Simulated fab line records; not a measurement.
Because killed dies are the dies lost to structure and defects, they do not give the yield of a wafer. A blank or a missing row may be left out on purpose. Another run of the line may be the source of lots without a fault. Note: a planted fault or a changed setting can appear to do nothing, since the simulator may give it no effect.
fab line records	flow nandHarc
record lots=12	wafers=36	lastDay=33
route steps=1302 shown A_M1@1190 A_BONDPAD@1220 END@1302
lots untouched by any fault: they come from a run of this same line in which no faults occurred
startH: start of the lot's first displayed wafer, in hours after the record's first day	waitH: hours elapsed since this lot's preceding step	" the same as in the row above	L1.1+2: several wafers, shown together as one row	- either no value or no given start	* or withheld: withheld	< > ~ a bound
route shown NAME@n: a module of which the file shows steps, and the number in the route of the first	usual: mean and standard deviation over wafers with no fault	same: alike in all rows	chamber/n: place in a boat	sites: each site's reading	_std_site: how widely they spread, as a standard deviation	_edge_site: the outer-site mean with the inner-site mean subtracted	radiusMm: for every site, how far away it sits from the centre of the wafer	mask NAME#n: copy n	behind: the last tool/chamber to shape the wafer	hold: why the lot went on hold/how many hours it stayed there/how the hold came to an end	device: whichever transistor did not switch (one of n, p or np)	end of line: the route-end tests of the same wafers	a step with no rows: only its recipe	killed: the dies lost at the first sort to structure and to defects; this is not the yield of the wafer	map: dies across one wafer; x = killed, . = not, _ = none there
set.NAME: the setting that was run; set.NAME@STEP: the one run at that earlier step	model.NAME: the simulator's own value behind a step, which no gauge read
a sample of lots followed through the steps of the route, with each step as a table and each wafer as a row
services: the hour from which a tool's chamber was out of use, counted from the record's first day as startH (under 0 if before that day), plus the number of hours and why
## steps
# step NHARC_A_M1_PRE_CLEAN_30
# recipe timeS=30	tempC=280	gas=H2/He
# usual heaterPowerW=395/18	susceptorTempC=280.03/0.2
lot.wafer	tool	chamber	startH	waitH	heaterPowerW	susceptorTempC
L451.3	pvdSputter-02	-	-	-	414	279.92
L451.4	"	-	"	"	399	279.80
L451.1	"	-	"	"	408	280.04
L452.1	pvdSputter-03	-	-	-	390	280.14
L452.3	"	-	"	"	396	280.36
L452.5	"	-	"	"	407	280.07
L458.4	pvdSputter-03	-	-	-	382	280.21
L458.3	"	-	"	"	413	279.60
L458.5	"	-	"	"	399	280.22
L460.3	pvdSputter-02	-	-	-	402	280.26
L460.5	"	-	"	"	399	279.78
L460.6	"	-	"	"	399	280.24
L459.4	pvdSputter-03	-	-	-	389	279.98
L459.5	"	-	"	"	397	279.84
L459.6	"	-	"	"	379	280.06
L462.1	pvdSputter-02	-	-	-	401	280.18
L462.5	"	-	"	"	403	280.04
L462.6	"	-	"	"	404	280.05
L463.4	pvdSputter-02	-	-	-	406	279.82
L463.1	"	-	"	"	403	279.79
L463.5	"	-	"	"	398	280.08
L464.3	pvdSputter-02	-	-	-	403	-
L464.2	"	-	"	"	402	-
L464.5	"	-	"	"	399	-
L465.3	pvdSputter-01	-	-	-	356	280.15
L465.1	"	-	"	"	331	279.76
L465.4	"	-	"	"	375	279.61
L472.2	pvdSputter-03	-	-	-	384	280.06
L472.4	"	-	"	"	377	280.07
L472.6	"	-	"	"	386	280.03
L473.3	pvdSputter-02	-	-	-	401	-
L473.1	"	-	"	"	386	-
L473.6	"	-	"	"	403	-
L474.4	pvdSputter-03	-	-	-	379	280.11
L474.1	"	-	"	"	380	280.09
L474.5	"	-	"	"	371	280.13
# step NHARC_A_M1_DEP_33
# recipe targetThkA=300	tempC=370	targetThkNm=30	pressureTorr=3	flowSccm=200	rfW=450	material=SiCN
# usual heaterPowerW=582/77	rfFwdPowerW=448.7/1.3	susceptorTempC=370.00/0.2
lot.wafer	tool	chamber	startH	waitH	heaterPowerW	rfFwdPowerW	susceptorTempC
L451.3	pecvd-04	2	519.08	0.1	603	448.7	369.72
L451.1	"	0	"	"	699	447.5	370.28
L451.4	"	1	"	"	480	447.8	369.98
L452.1	pecvd-03	1	547.21	0.1	517	449.6	369.85
L452.3	"	2	"	"	583	449.1	370.13
L452.5	"	1	"	"	524	449.4	369.99
L458.3	pecvd-01	1	592.30	0.1	493	449.7	370.12
L458.5	"	0	"	"	577	449.3	370.04
L458.4	"	1	"	"	485	448.2	370.36
L460.3	pecvd-03	0	603.76	0.1	645	448.9	370.24
L460.5	"	1	"	"	463	446.2	370.15
L460.6	"	2	"	"	671	448.4	370.05
L459.6	pecvd-03	1	607.48	0.2	507	449.9	369.91
L459.4	"	2	"	"	645	448.8	369.53
L459.5	"	0	"	"	630	450.7	370.01
L462.1	pecvd-01	1	626.27	0.1	458	450.8	369.98
L462.5	"	0	"	"	582	448.1	369.79
L462.6	"	1	"	"	445	451.6	370.38
L463.1	pecvd-03	2	654.48	0.1	674	448.4	369.54
L463.5	"	1	"	"	487	448.6	370.07
L463.4	"	2	"	"	677	448.7	370.02
L464.2	pecvd-03	1	660.72	0.1	540	450.0	370.02
L464.3	"	0	"	"	696	447.6	369.99
L464.5	"	0	"	"	685	447.0	370.07
L465.1	pecvd-03	2	680.29	0.1	690	448.7	370.20
L465.3	"	0	"	"	677	449.3	370.23
L465.4	"	1	"	"	521	449.7	370.23
L472.2	pecvd-04	0	744.25	0.1	693	450.0	370.05
L472.4	"	0	"	"	709	451.1	370.05
L472.6	"	1	"	"	505	447.7	370.10
L473.1	pecvd-04	1	764.61	0.1	516	447.7	369.87
L473.3	"	0	"	"	647	449.7	370.03
L473.6	"	2	"	"	600	447.5	369.82
L474.1	pecvd-04	0	767.35	0.1	647	448.5	370.39
L474.4	"	1	"	"	467	448.9	370.05
L474.5	"	0	"	"	637	449.2	370.37
# step NHARC_A_BONDPAD_ETCH_12
# recipe targetDepthA=2200	timeS=110	chf3FlowSccm=50	o2FlowSccm=10	arFlowSccm=200	rfW=500	biasW=200	chemistry=CHF3/O2
# usual drypumpMotorCurrentA=5.6/0.4	mfcArSccm=200.0/0.55	oesProductAu=0.947/0.021	rfFwdPowerW=496.8/1.6	rfVppV=371.8/2.6	runLengthS=131.2/0.39	showerheadPlenumPTorr=2.45/0.12	throttleValvePct=20.573/0.0092
lot.wafer	tool	chamber	startH	waitH	drypumpMotorCurrentA	mfcArSccm	oesProductAu	rfFwdPowerW	rfHoursCounterH	rfVppV	runLengthS	showerheadPlenumPTorr	throttleValvePct
L451.1	rieDiel-04	2	521.19	-	5.8	200.4	0.965	496.5	4	373.1	130.8	2.51	20.577
L451.3	"	3	"	"	5.4	200.5	0.953	495.5	4	373.8	131.6	2.57	20.566
L451.4	"	0	"	"	6.1	199.7	0.967	495.2	4	375.1	130.3	2.58	20.575
L452.3	rieDiel-09	1	549.31	-	5.4	199.6	0.942	496.7	8	372.2	131.2	2.44	20.564
L452.1	"	0	"	"	5.3	200.3	0.920	492.8	7	367.0	130.8	2.24	20.575
L452.5	"	1	"	"	5.4	200.2	0.936	498.6	-	371.0	131.2	2.44	20.576
L458.3	rieDiel-04	0	594.40	-	6.2	200.6	0.964	496.6	2	374.2	130.6	2.58	20.573
L458.4	"	2	"	"	5.8	200.3	0.969	496.9	2	372.8	131.2	2.51	20.566
L458.5	"	3	"	"	5.3	200.4	0.965	494.6	-	373.5	131.6	2.56	20.564
L460.3	rieDiel-04	2	605.93	-	5.8	200.7	0.964	497.4	2	372.4	131.0	2.51	20.562
L460.6	"	2	"	"	5.8	200.5	0.955	498.5	-	373.2	130.7	2.51	20.562
L460.5	"	3	"	"	5.4	200.5	0.956	494.0	-	374.3	131.6	2.57	20.559
L459.4	rieDiel-09	3	609.53	-	6.0	200.3	0.913	498.0	17	372.8	131.6	2.54	20.572
L459.5	"	3	"	"	6.0	198.7	0.905	497.0	-	373.4	131.3	2.54	20.580
L459.6	"	0	"	"	5.3	199.5	0.918	495.2	-	367.3	131.1	2.23	20.579
L462.1	rieDiel-04	3	628.36	-	5.4	200.5	0.989	496.4	3	372.8	131.4	2.57	20.559
L462.5	"	2	"	"	5.8	199.9	0.967	497.9	-	373.3	131.0	2.51	20.580
L462.6	"	3	"	"	5.4	200.0	0.984	497.0	-	373.0	131.6	2.57	20.574
L463.1	rieDiel-04	1	656.62	-	5.3	200.2	0.962	496.8	3	371.0	131.7	2.44	20.586
L463.4	"	3	"	"	5.4	200.7	0.953	496.0	3	374.7	131.6	2.56	20.592
L463.5	"	1	"	"	5.3	199.0	0.960	498.8	-	372.1	131.6	2.44	20.566
L464.3	rieDiel-04	2	662.82	-	5.8	199.6	0.973	496.0	4	373.3	131.1	2.51	20.580
L464.2	"	1	"	"	5.3	200.0	0.967	496.1	3	373.1	131.9	2.44	20.566
L464.5	"	3	"	"	5.4	200.3	0.967	-	-	375.8	113.2	2.56	20.571
L465.1	rieDiel-04	3	682.64	-	5.3	199.6	0.958	-	4	375.0	112.9	2.57	20.570
L465.3	"	0	"	"	6.1	199.2	0.960	496.5	4	373.0	130.2	2.58	20.572
L465.4	"	3	"	"	5.4	199.2	0.964	-	-	372.8	113.5	2.57	20.572
L472.4	rieDiel-04	0	746.30	-	6.2	199.3	0.952	495.0	1	374.4	130.8	2.58	20.564
L472.2	"	1	"	"	5.3	200.7	0.924	495.6	1	371.2	131.4	2.44	20.569
L472.6	"	3	"	"	5.4	199.2	0.957	494.2	-	375.4	131.4	2.56	20.573
L473.1	rieDiel-09	0	766.65	-	5.3	199.3	0.929	498.1	16	366.0	130.7	2.22	20.581
L473.3	"	1	"	"	5.4	200.5	0.936	499.1	17	371.5	131.1	2.42	20.573
L473.6	"	1	"	"	5.4	199.2	0.942	497.8	-	371.1	131.0	2.42	20.563
L474.4	rieDiel-09	2	769.56	-	5.1	200.1	0.930	497.8	19	367.3	131.1	2.22	20.567
L474.1	"	1	"	"	5.4	199.5	0.938	498.6	17	371.7	131.0	2.42	20.571
L474.5	"	3	"	"	6.0	200.4	0.930	497.0	-	373.8	131.3	2.53	20.576
# step NHARC_A_BONDPAD_PRE_CLEAN_26
# recipe timeS=30	tempC=280	gas=H2/He
# usual heaterPowerW=395/21	susceptorTempC=279.98/0.19
lot.wafer	tool	chamber	startH	waitH	heaterPowerW	susceptorTempC
L451.1	pvdSputter-01	-	-	-	360	280.03
L451.4	"	-	"	"	338	279.85
L451.3	"	-	"	"	393	279.89
L452.1	pvdSputter-02	-	-	-	399	280.09
L452.3	"	-	"	"	412	279.99
L452.5	"	-	"	"	405	280.14
L458.4	pvdSputter-03	-	-	-	388	279.99
L458.3	"	-	"	"	383	280.02
L458.5	"	-	"	"	395	279.98
L460.3	pvdSputter-03	-	-	-	389	279.96
L460.5	"	-	"	"	406	280.03
L460.6	"	-	"	"	391	279.90
L459.4	pvdSputter-03	-	-	-	400	-
L459.5	"	-	"	"	405	-
L459.6	"	-	"	"	394	-
L462.1	pvdSputter-03	-	-	-	400	280.09
L462.6	"	-	"	"	386	279.94
L462.5	"	-	"	"	394	279.71
L463.1	pvdSputter-01	-	-	-	368	280.26
L463.4	"	-	"	"	452	280.19
L463.5	"	-	"	"	363	280.07
L464.3	pvdSputter-02	-	-	-	406	279.73
L464.2	"	-	"	"	406	280.18
L464.5	"	-	"	"	411	279.69
L465.4	pvdSputter-03	-	-	-	384	280.17
L465.1	"	-	"	"	409	280.21
L465.3	"	-	"	"	383	279.82
L472.2	pvdSputter-01	-	-	-	382	279.73
L472.4	"	-	"	"	367	280.16
L472.6	"	-	"	"	326	279.89
L473.3	pvdSputter-02	-	-	-	407	-
L473.1	"	-	"	"	381	-
L473.6	"	-	"	"	407	-
L474.4	pvdSputter-02	-	-	-	412	-
L474.1	"	-	"	"	416	-
L474.5	"	-	"	"	379	-
# step NHARC_END_SORT_01
# recipe tempC=25
# usual defectLimitedYield=91.4/2.5	killedAtArray=54/17	killedAtOther=1.0/1.4	killedAtPeriphery=3.6/2.1	killedDies=58/17	killedOpen=3.2/2	killedShort=2.5/1.5
# same grossDies=677
lot.wafer	tool	chamber	startH	waitH	hold	defectLimitedYield[%]	killedAtArray	killedAtOther	killedAtPeriphery	killedDies	killedOpen	killedShort
L451.1	prober-02	0	553.05	2.5	-	89.5	68	0	3	71	2	3
L451.3	prober-02	0	554.64	3.1	-	90.3	63	0	3	66	2	3
L451.4	prober-02	0	555.44	3.4	-	88.8	67	0	9	76	5	2
L452.1	prober-02	0	578.92	2.5	-	92.2	49	1	3	53	3	1
L452.3	prober-02	0	580.53	3.1	-	92.6	46	0	4	50	4	1
L452.5	prober-02	0	582.15	3.7	-	90.3	56	3	7	66	7	1
L458.3	prober-02	0	626.53	3.1	-	92.2	48	3	2	53	3	1
L458.4	prober-02	0	627.31	3.4	-	92.0	50	0	4	54	5	5
L458.5	prober-02	0	628.10	3.6	-	94.2	36	0	3	39	3	6
L460.3	prober-02	0	639.89	3.1	-	89.8	61	2	6	69	4	3
L460.5	prober-02	0	641.52	3.8	-	91.0	55	1	5	61	0	0
L460.6	prober-02	0	642.33	4.1	-	95.4	26	2	3	31	2	2
L459.4	prober-01	0	640.65	3.4	-	91.9	52	0	3	55	3	4
L459.5	prober-01	0	641.45	3.7	-	91.6	54	0	3	57	4	4
L459.6	prober-01	0	642.25	4.0	-	93.6	40	0	3	43	3	2
L462.1	prober-02	0	658.86	2.5	-	90.4	59	2	4	65	3	1
L462.5	prober-02	0	662.06	3.7	-	93.1	42	0	5	47	1	4
L462.6	prober-02	0	662.86	4.0	-	91.0	57	0	4	61	0	3
L463.1	prober-01	0	686.91	2.5	-	95.0	27	0	7	34	5	3
L463.4	prober-01	0	689.36	3.4	-	95.3	23	1	8	32	3	4
L463.5	prober-01	0	690.17	3.8	-	95.4	24	2	5	31	8	3
L464.2	prober-02	0	696.77	2.8	awaitDispo/8.4h/release	91.6	56	0	1	57	1	3
L464.3	prober-02	0	697.59	3.1	awaitDispo/8.4h/release	90.0	68	0	0	68	1	3
L464.5	prober-02	0	699.23	3.8	awaitDispo/8.4h/release	0	676	0	1	677	4	1
L465.1	prober-02	0	710.95	2.5	awaitDispo/3.4h/release	0	675	0	2	677	3	1
L465.3	prober-02	0	712.53	3.1	awaitDispo/3.4h/release	92.0	52	1	1	54	3	1
L465.4	prober-02	0	713.32	3.4	awaitDispo/3.4h/release	0	673	0	4	677	3	3
L472.2	prober-02	0	780.25	2.8	-	94.8	32	0	3	35	6	4
L472.4	prober-02	0	781.87	3.4	-	95.3	24	5	3	32	5	4
L472.6	prober-02	0	783.48	4.0	-	95.3	28	2	2	32	3	5
L473.1	prober-01	0	799.01	2.5	-	89.1	73	1	0	74	3	1
L473.3	prober-01	0	800.59	3.1	-	89.2	70	0	3	73	3	4
L473.6	prober-01	0	802.95	3.9	-	90.8	57	0	5	62	7	4
L474.1	prober-02	0	799.05	2.5	-	88.9	72	0	3	75	3	5
L474.4	prober-02	0	801.43	3.4	-	85.2	97	1	2	100	5	2
L474.5	prober-02	0	802.22	3.7	-	86.9	85	1	3	89	0	4
# killed by level:class
L451.1 A_CHANNEL_HOLE_D1:chamberFilmFlake=38 A_CHANNEL_HOLE_D2:chamberFilmFlake=10 A_CONTACT:chamberFilmFlake=8 A_CHANNEL_FILL_D1:chamberFilmFlake=3 A_STAIRCASE:chamberFilmFlake=3 A_M0:geometricParticle:open=2 P_STI:geometricParticle:short=1 A_SGD_CUT:geometricParticle:short=1
L451.3 A_CHANNEL_HOLE_D2:chamberFilmFlake=36 A_CHANNEL_HOLE_D1:chamberFilmFlake=9 A_CONTACT:chamberFilmFlake=4 A_STAIRCASE:chamberFilmFlake=3 A_SLIT:chamberFilmFlake=3 P_CONTACT:chamberFilmFlake=2 A_CHANNEL_FILL_D1:chamberFilmFlake=2 A_WL_FILL:chamberFilmFlake=2
L451.4 A_CHANNEL_HOLE_D1:chamberFilmFlake=39 A_CHANNEL_HOLE_D2:chamberFilmFlake=13 A_STAIRCASE:chamberFilmFlake=8 P_GATE:geometricParticle:open=2 P_M0:geometricParticle:open=2 A_ONON_D1:geometricParticle:short=2 P_CONTACT:chamberFilmFlake=2 A_CONTACT:chamberFilmFlake=2
L452.1 A_SLIT:chamberFilmFlake=22 A_CHANNEL_HOLE_D2:chamberFilmFlake=14 A_CONTACT:chamberFilmFlake=6 P_M1:chamberFilmFlake=3 A_WL_FILL:chamberFilmFlake=2 A_DECK1_JOINT:geometricParticle:short=1 A_ONON_D2:geometricParticle:open=1 A_CHANNEL_FILL_D2:geometricParticle:open=1
L452.3 A_SLIT:chamberFilmFlake=21 A_CHANNEL_HOLE_D2:chamberFilmFlake=10 A_CONTACT:chamberFilmFlake=7 P_M1:chamberFilmFlake=3 A_WL_FILL:chamberFilmFlake=2 P_CONTACT:geometricParticle:open=1 A_CHANNEL_FILL_D2:geometricParticle:short=1 A_CONTACT:geometricParticle:open=1
L452.5 A_SLIT:chamberFilmFlake=31 A_CHANNEL_HOLE_D2:chamberFilmFlake=12 A_CONTACT:chamberFilmFlake=4 THIN_TSV:chamberFilmFlake=3 P_M0:geometricParticle:open=2 A_M0:geometricParticle:open=2 P_M1:chamberFilmFlake=2 A_CHANNEL_FILL_D2:geometricParticle:short=1
L458.3 A_CHANNEL_HOLE_D1:chamberFilmFlake=27 A_CHANNEL_HOLE_D2:chamberFilmFlake=9 THIN_TSV:chamberFilmFlake=3 A_CHANNEL_FILL_D1:chamberFilmFlake=2 A_DECK1_JOINT:chamberFilmFlake=2 A_WL_FILL:chamberFilmFlake=2 A_CONTACT:chamberFilmFlake=2 P_GATE:geometricParticle:open=1
L458.4 A_CHANNEL_HOLE_D1:chamberFilmFlake=16 A_CHANNEL_HOLE_D2:chamberFilmFlake=13 A_CONTACT:chamberFilmFlake=6 A_DECK1_JOINT:geometricParticle:open=2 A_CHANNEL_FILL_D2:geometricParticle:open=2 P_STI:chamberFilmFlake=2 A_DECK1_JOINT:chamberFilmFlake=2 A_WL_FILL:chamberFilmFlake=2
L458.5 A_CHANNEL_HOLE_D1:chamberFilmFlake=11 A_CHANNEL_HOLE_D2:chamberFilmFlake=11 A_STAIRCASE:chamberFilmFlake=4 A_ONON_D1:geometricParticle:short=2 A_ONON_D2:geometricParticle:short=2 A_ONON_D2:geometricParticle:open=2 P_GATE:geometricParticle:short=1 P_M0:geometricParticle:open=1
L460.3 A_CHANNEL_HOLE_D2:chamberFilmFlake=31 A_CHANNEL_HOLE_D1:chamberFilmFlake=13 A_STAIRCASE:chamberFilmFlake=6 A_ONON_D1:geometricParticle:open=3 P_STI:chamberFilmFlake=2 P_GATE:chamberFilmFlake=2 P_M2:chamberFilmFlake=2 A_DECK1_JOINT:chamberFilmFlake=2
L459.4 A_SLIT:chamberFilmFlake=28 A_CHANNEL_HOLE_D2:chamberFilmFlake=11 A_CHANNEL_HOLE_D1:chamberFilmFlake=3 A_CONTACT:chamberFilmFlake=3 A_ONON_D2:geometricParticle:short=2 A_STAIRCASE:chamberFilmFlake=2 P_CONTACT:geometricParticle:open=1 P_M0:geometricParticle:short=1
L459.5 A_SLIT:chamberFilmFlake=31 A_CHANNEL_HOLE_D2:chamberFilmFlake=8 A_CHANNEL_HOLE_D1:chamberFilmFlake=7 A_DECK1_JOINT:geometricParticle:open=2 A_WL_FILL:geometricParticle:short=2 A_ZERO_WELL:chamberFilmFlake=2 P_GATE:geometricParticle:open=1 P_CONTACT:geometricParticle:open=1
L460.5 A_CHANNEL_HOLE_D1:chamberFilmFlake=29 A_CHANNEL_HOLE_D2:chamberFilmFlake=20 A_STAIRCASE:chamberFilmFlake=3 P_STI:chamberFilmFlake=2 P_M2:chamberFilmFlake=2 A_WL_FILL:chamberFilmFlake=2 P_ZERO_WELL:chamberFilmFlake=1 A_CONTACT:chamberFilmFlake=1
L459.6 A_SLIT:chamberFilmFlake=29 A_CHANNEL_HOLE_D2:chamberFilmFlake=4 A_CONTACT:chamberFilmFlake=3 A_M0:geometricParticle:open=2 P_M0:geometricParticle:open=1 P_M1:geometricParticle:short=1 A_ONON_D1:geometricParticle:short=1 P_M2:chamberFilmFlake=1
L460.6 A_CHANNEL_HOLE_D1:chamberFilmFlake=13 A_CHANNEL_HOLE_D2:chamberFilmFlake=4 P_M2:chamberFilmFlake=2 A_WL_FILL:chamberFilmFlake=2 A_CONTACT:chamberFilmFlake=2 THIN_TSV:chamberFilmFlake=2 P_M0:geometricParticle:open=1 A_SOURCE_PLATE:geometricParticle:open=1
L462.1 A_CHANNEL_HOLE_D1:chamberFilmFlake=32 A_CHANNEL_HOLE_D2:chamberFilmFlake=21 P_GATE:chamberFilmFlake=3 A_DECK1_JOINT:chamberFilmFlake=2 P_CONTACT:geometricParticle:open=1 A_CONTACT:geometricParticle:open=1 A_BONDPAD:geometricParticle:short=1 STARTING-WAFER:geometricParticle:open=1
L462.5 A_CHANNEL_HOLE_D1:chamberFilmFlake=15 A_CHANNEL_HOLE_D2:chamberFilmFlake=13 A_SLIT:chamberFilmFlake=5 A_CONTACT:chamberFilmFlake=4 P_GATE:chamberFilmFlake=2 P_STI:geometricParticle:short=1 A_CHANNEL_FILL_D1:geometricParticle:short=1 A_CHANNEL_HOLE_D2:geometricParticle:short=1
L462.6 A_CHANNEL_HOLE_D1:chamberFilmFlake=29 A_CHANNEL_HOLE_D2:chamberFilmFlake=17 A_SLIT:chamberFilmFlake=5 P_ZERO_WELL:chamberFilmFlake=3 A_CHANNEL_FILL_D1:geometricParticle:short=2 A_ONON_D2:geometricParticle:short=1 P_GATE:chamberFilmFlake=1 A_CHANNEL_FILL_D2:chamberFilmFlake=1
L463.1 A_SLIT:chamberFilmFlake=8 A_CHANNEL_HOLE_D1:chamberFilmFlake=5 P_BONDPAD:chamberFilmFlake=4 A_CONTACT:chamberFilmFlake=3 A_CHANNEL_HOLE_D2:geometricParticle:open=2 P_GATE:geometricParticle:short=1 A_CHANNEL_HOLE_D1:geometricParticle:open=1 A_ONON_D2:geometricParticle:open=1
L463.4 A_CHANNEL_HOLE_D1:chamberFilmFlake=7 P_BONDPAD:chamberFilmFlake=6 A_BLC:chamberFilmFlake=5 A_WL_FILL:geometricParticle:short=2 A_CHANNEL_HOLE_D1:geometricParticle:short=1 A_CHANNEL_FILL_D1:geometricParticle:open=1 A_BLC:geometricParticle:short=1 A_M0:geometricParticle:open=1
L463.5 A_CHANNEL_HOLE_D1:chamberFilmFlake=7 A_M0:geometricParticle:open=5 P_BONDPAD:chamberFilmFlake=3 A_SLIT:chamberFilmFlake=3 A_DECK1_JOINT:chamberFilmFlake=2 P_CONTACT:geometricParticle:open=1 A_CHANNEL_FILL_D1:geometricParticle:open=1 A_ONON_D2:geometricParticle:short=1
L464.2 A_CHANNEL_HOLE_D2:chamberFilmFlake=24 A_CHANNEL_HOLE_D1:chamberFilmFlake=15 A_SGD_CUT:chamberFilmFlake=6 A_STAIRCASE:chamberFilmFlake=3 A_CHANNEL_FILL_D2:chamberFilmFlake=3 P_CONTACT:geometricParticle:short=1 A_STAIRCASE:geometricParticle:short=1 A_WL_FILL:geometricParticle:short=1
L464.3 A_CHANNEL_HOLE_D2:chamberFilmFlake=25 A_CHANNEL_HOLE_D1:chamberFilmFlake=20 A_SGD_CUT:chamberFilmFlake=7 A_CHANNEL_FILL_D2:chamberFilmFlake=4 A_STAIRCASE:chamberFilmFlake=2 A_SLIT:chamberFilmFlake=2 A_WL_FILL:chamberFilmFlake=2 A_ONON_D1:geometricParticle:short=1
L464.5 A_BONDPAD:areaEtch=613 A_CHANNEL_HOLE_D2:chamberFilmFlake=23 A_CHANNEL_HOLE_D1:chamberFilmFlake=17 A_SGD_CUT:chamberFilmFlake=9 A_CHANNEL_FILL_D2:chamberFilmFlake=3 A_SLIT:chamberFilmFlake=3 A_CONTACT:chamberFilmFlake=3 P_CONTACT:geometricParticle:open=1
L465.1 A_BONDPAD:areaEtch=617 A_SLIT:chamberFilmFlake=33 A_CHANNEL_HOLE_D1:chamberFilmFlake=12 A_CONTACT:chamberFilmFlake=6 P_CONTACT:geometricParticle:open=1 A_ONON_D1:geometricParticle:short=1 A_CHANNEL_FILL_D1:geometricParticle:open=1 A_CONTACT:geometricParticle:open=1
L465.3 A_SLIT:chamberFilmFlake=38 A_CHANNEL_HOLE_D1:chamberFilmFlake=6 A_BLC:chamberFilmFlake=3 A_CONTACT:chamberFilmFlake=2 P_M1:geometricParticle:short=1 A_CHANNEL_HOLE_D1:geometricParticle:open=1 A_DECK1_JOINT:geometricParticle:open=1 STARTING-WAFER:geometricParticle:open=1
L465.4 A_BONDPAD:areaEtch=611 A_SLIT:chamberFilmFlake=36 A_CHANNEL_HOLE_D1:chamberFilmFlake=9 A_CONTACT:chamberFilmFlake=5 A_BLC:chamberFilmFlake=4 P_STI:chamberFilmFlake=3 A_STAIRCASE:chamberFilmFlake=2 P_CONTACT:geometricParticle:short=1
L472.2 A_STAIRCASE:chamberFilmFlake=8 A_CONTACT:chamberFilmFlake=6 A_SLIT:chamberFilmFlake=4 A_CHANNEL_HOLE_D1:chamberFilmFlake=2 P_CONTACT:geometricParticle:short=1 P_M0:geometricParticle:open=1 A_ONON_D1:geometricParticle:open=1 A_CHANNEL_FILL_D1:geometricParticle:open=1
L472.4 A_SLIT:chamberFilmFlake=6 A_STAIRCASE:chamberFilmFlake=4 THIN_TSV:chamberFilmFlake=4 A_CONTACT:chamberFilmFlake=3 P_M0:geometricParticle:open=1 A_SOURCE_PLATE:geometricParticle:short=1 A_CHANNEL_FILL_D1:geometricParticle:open=1 A_CHANNEL_FILL_D1:geometricParticle:short=1
L472.6 A_STAIRCASE:chamberFilmFlake=4 A_SLIT:chamberFilmFlake=4 A_CONTACT:chamberFilmFlake=4 A_ONON_D1:geometricParticle:short=2 A_CHANNEL_HOLE_D1:unspecified=2 A_WL_FILL:chamberFilmFlake=2 THIN_TSV:chamberFilmFlake=2 A_ONON_D1:geometricParticle:open=1
L473.1 A_SLIT:chamberFilmFlake=36 A_CHANNEL_HOLE_D1:chamberFilmFlake=22 A_STAIRCASE:chamberFilmFlake=5 A_CHANNEL_FILL_D1:chamberFilmFlake=3 A_WL_FILL:chamberFilmFlake=3 A_CHANNEL_FILL_D1:geometricParticle:open=1 A_ONON_D2:geometricParticle:open=1 A_ONON_D2:geometricParticle:short=1
L474.1 A_CHANNEL_HOLE_D2:chamberFilmFlake=28 A_CHANNEL_HOLE_D1:chamberFilmFlake=11 A_CONTACT:chamberFilmFlake=10 A_SLIT:chamberFilmFlake=8 A_STAIRCASE:chamberFilmFlake=3 P_ZERO_WELL:chamberFilmFlake=2 A_CHANNEL_FILL_D1:chamberFilmFlake=2 P_CONTACT:geometricParticle:short=1
L473.3 A_SLIT:chamberFilmFlake=32 A_CHANNEL_HOLE_D1:chamberFilmFlake=22 A_CONTACT:chamberFilmFlake=6 A_ONON_D2:geometricParticle:short=2 P_ZERO_WELL:chamberFilmFlake=2 A_WL_FILL:chamberFilmFlake=2 P_M0:geometricParticle:short=1 A_CHANNEL_FILL_D1:geometricParticle:open=1
L474.4 A_CHANNEL_HOLE_D2:chamberFilmFlake=32 A_SLIT:chamberFilmFlake=29 A_CHANNEL_HOLE_D1:chamberFilmFlake=19 A_CONTACT:chamberFilmFlake=5 A_CHANNEL_FILL_D1:chamberFilmFlake=3 P_GATE:geometricParticle:short=1 P_CONTACT:geometricParticle:open=1 A_CHANNEL_FILL_D1:geometricParticle:open=1
L474.5 A_SLIT:chamberFilmFlake=31 A_CHANNEL_HOLE_D1:chamberFilmFlake=22 A_CHANNEL_HOLE_D2:chamberFilmFlake=20 A_CONTACT:chamberFilmFlake=4 P_M0:geometricParticle:short=1 A_ONON_D2:geometricParticle:short=1 A_CHANNEL_HOLE_D2:geometricParticle:short=1 A_BLC:geometricParticle:short=1
L473.6 A_SLIT:chamberFilmFlake=25 A_CHANNEL_HOLE_D1:chamberFilmFlake=10 A_STAIRCASE:chamberFilmFlake=5 A_CONTACT:chamberFilmFlake=4 A_WL_FILL:chamberFilmFlake=3 P_GATE:geometricParticle:open=2 A_CHANNEL_FILL_D2:geometricParticle:open=2 P_ZERO_WELL:chamberFilmFlake=2
## services
tool	chamber	startH	hours	kind
rieDiel-09	-	497.26	9.0	pm
pvdSputter-03	-	526.00	10.0	pm
rieDiel-09	0	530.82	5.3	repair
rieDiel-04	-	531.90	9.0	pm
pecvd-03	-	547.43	13.0	pm
rieDiel-04	1	549.89	2.9	repair
pvdSputter-03	-	558.89	0.7	repair
pecvd-03	1	562.41	6.9	repair
rieDiel-09	2	572.13	18.2	repair
pvdSputter-02	-	582.53	2.4	repair
pvdSputter-01	-	582.87	10.0	pm
pvdSputter-03	-	612.77	0.6	repair
pecvd-03	1	625.56	7.6	repair
pecvd-04	-	631.09	13.0	pm
rieDiel-04	-	650.52	1.1	repair
pvdSputter-03	-	660.43	8.5	repair
pvdSputter-02	-	666.29	10.0	pm
rieDiel-09	-	674.26	9.0	pm
rieDiel-04	1	679.19	10.4	repair
pecvd-03	-	697.37	0.6	repair
pvdSputter-03	-	704.00	10.0	pm
rieDiel-04	-	708.90	9.0	pm
pecvd-04	0	720.97	1.9	repair
pecvd-03	-	728.43	13.0	pm
## key
firstSign step=NHARC_A_BONDPAD_ETCH_12	reading=runLengthS	direction=down	sigmas=46	usual=*	struck=*
effect step=NHARC_END_SORT_01	reading=defectLimitedYield	direction=down	sigmas=36	usual=91.4	struck=0
moreKillsBornAt NHARC_A_BONDPAD_ETCH_12@rieDiel-04=1841
metAt NHARC_A_BONDPAD_ETCH_12
struckLots L464,L465
struckWafers L464.5,L465.1,L465.4
laterRowsLeftOut L464.5,L465.1,L465.4
notActingAt NHARC_A_M1_PRE_CLEAN_30,NHARC_A_M1_DEP_33,NHARC_A_BONDPAD_PRE_CLEAN_26
onsetBetween 656.62 662.82
fault kind=processParameterDrift	tool=rieDiel-04	chamber=3	onsetH=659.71	steps=NHARC_A_BONDPAD_ETCH_12	channel=timeS	offset=*	shape=step	endH=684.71	actsIn=*	stated=*
# laterRowsLeftOut: the simulator's readings of these wafers behind a module that went badly wrong aren't trusted and aren't shown, but for the sort
